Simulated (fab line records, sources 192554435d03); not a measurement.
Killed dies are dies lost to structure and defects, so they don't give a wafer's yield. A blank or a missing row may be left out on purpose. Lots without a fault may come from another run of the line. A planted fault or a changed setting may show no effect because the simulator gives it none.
A struck lot beside a sound one | flow n5_finfet | 16 steps out of a route of 1938
Sound: wafers L161.3, L161.5, L161.6. Struck: wafer L169.6. (L169.4, L169.5 of the same lot were not struck and are left out.) The cause comes at the end.
At each step with rows: each side's tool, then ch and its chambers, then its first start. Under that, the readings that differ: sound wafers | struck wafers | difference of the means | sigmas: that difference in standard deviations of wafers without a fault.
alike: readings whose means differ by less than 2 such deviations, and words and numbers that are the same on both sides. not compared: withheld readings, readings that some wafer has no value for, bounds like >300 that may hide the same value, and numbers for which the record gives no deviation and whose values overlap.
The two part at a step that has a row with sigmas, a row that says differs or no value, or rows on one side only. Numbers that don't overlap but have no deviation are shown without sigmas and don't part them. A reading that every wafer of one side lacks parts them only if that side has two wafers or more.

first, 7 steps without rows for these wafers: N5_BEOL_M0_SAQP_COAT_87 (time 60 s, resist thk 5 nm); N5_BEOL_M0_SAQP_COAT_34 (resist thk 30 nm); N5_BEOL_M0_SAQP_EBR_36; N5_BEOL_M0_SAQP_SOFTBAKE_35 (time 60 s); N5_BEOL_M0_SAQP_EXPOSE_37 (exposes mask M0 CUT1, target cd 30 nm); N5_BEOL_M0_SAQP_PEB_38 (peb time 60 s); N5_BEOL_M0_SAQP_DEVELOP_39 (develop time 30 s).
N5_BEOL_M0_SAQP_CD_MEAS_40: target cd 30 nm.
  sound on cd_sem-03 ch 0, day 8 15:26; struck on cd_sem-02 ch 0, day 10 15:19
  alike: cd_nm
N5_BEOL_M0_SAQP_OVL_MEAS_41:
  sound on overlay-02 ch 0, day 8 15:28; struck on overlay-02 ch 0, day 10 15:21
  alike: M0_CUT1_OVL
N5_BEOL_M0_SAQP_INSPECT_42: inspects for defects (brightfield).
  sound on defect_inspect-02, day 8 15:31; struck on defect_inspect-02, day 10 15:23
  alike: raw_defect_count
N5_BEOL_M0_SAQP_DESCUM_45: chemistry O2, time 7 s.
  sound on rie_diel-05 ch 2,3, day 8 15:33; struck on rie_diel-02 ch 1, day 10 15:26
  alike: drypump_motor_current_A, oes_product_au, rf_vpp_V, showerhead_plenum_p_Torr, throttle_valve_pct
  not compared: rf_hours_counter_h
N5_BEOL_M0_SAQP_ETCH_88: etches underlayer in N2/H2, target depth 6.5 nm, time 5.2 s.
  sound on rie_diel-05 ch 2,3, day 8 15:35; struck on rie_diel-02 ch 1, day 10 15:28
  alike: drypump_motor_current_A, etch_rf_on_time_s, oes_product_au, rf_vpp_V, showerhead_plenum_p_Torr, throttle_valve_pct
  not compared: rf_hours_counter_h
N5_BEOL_M0_SAQP_ETCH_73: etches SiARC in CF4, target depth 19.5 nm, time 32.5 s.
  sound on rie_diel-05 ch 2,3, day 8 15:36; struck on rie_diel-02 ch 1, day 10 15:29
  reading               | sound          | struck | difference | sigmas
  etch_rf_on_time_s (s) | 33.3 33.4 31.2 | 19.9   | -12.7      | -14
  oes_product_au (a.u.) | 0.58 0.58 0.73 | 0.96   | +0.33      | +5
  alike: drypump_motor_current_A, rf_vpp_V, showerhead_plenum_p_Torr, throttle_valve_pct
  not compared: rf_hours_counter_h
N5_BEOL_M0_SAQP_CUT_ETCH_46: etches SOC in N2/H2, target depth 135 nm, overetch 27 nm, time 202.5 s.
  sound on rie_diel-05 ch 2,3, day 8 15:38; struck on rie_diel-02 ch 1, day 10 15:35
  alike: drypump_motor_current_A, rf_vpp_V, showerhead_plenum_p_Torr, throttle_valve_pct
  not compared: rf_hours_counter_h
-- the record jumps here: 4 days lie between the struck wafers' starts before and after (it left off in module BEOL_M0_SAQP and takes up again in module BEOL_M4, whose first step shown is number 1111 of the route) --
N5_BEOL_M4_RC_MEAS_101:
  sound on prober-01 ch 0, day 12 12:49; struck on prober-01 ch 0, day 14 07:03
  reading        | sound          | struck | difference | sigmas
  IOFF_N (nA/um) | 0.13 0.16 0.14 | 0.22   | +0.08      | +2
  IOFF_P (nA/um) | 0.18 0.20 0.18 | 0.29   | +0.10      | +3
  ION_N (uA/um)  | 655 669 679    | 694    | +26        | +2
  ION_P (uA/um)  | 452 457 458    | 471    | +15        | +2
  SS_N (mV/dec)  | 71.4 71.6 71.3 | 73.3   | +1.9       | +3
  SS_P (mV/dec)  | 73.2 72.9 73.1 | 74.6   | +1.5       | +2
  VT_P (mV)      | -254 -254 -255 | -248   | +6         | +2
  alike: DIBL_N, DIBL_P, VT_N
then, 1 step without rows for these wafers: N5_PASSIVATION_PROBE_49.

WHERE THEY PART
First at N5_BEOL_M0_SAQP_ETCH_73; last, within this record, at N5_BEOL_M4_RC_MEAS_101.

WHY: what the simulator had put in
Process parameter drift: rie_diel-02, from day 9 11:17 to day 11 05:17, at N5_BEOL_M0_SAQP_ETCH_73. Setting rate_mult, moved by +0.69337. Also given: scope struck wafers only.
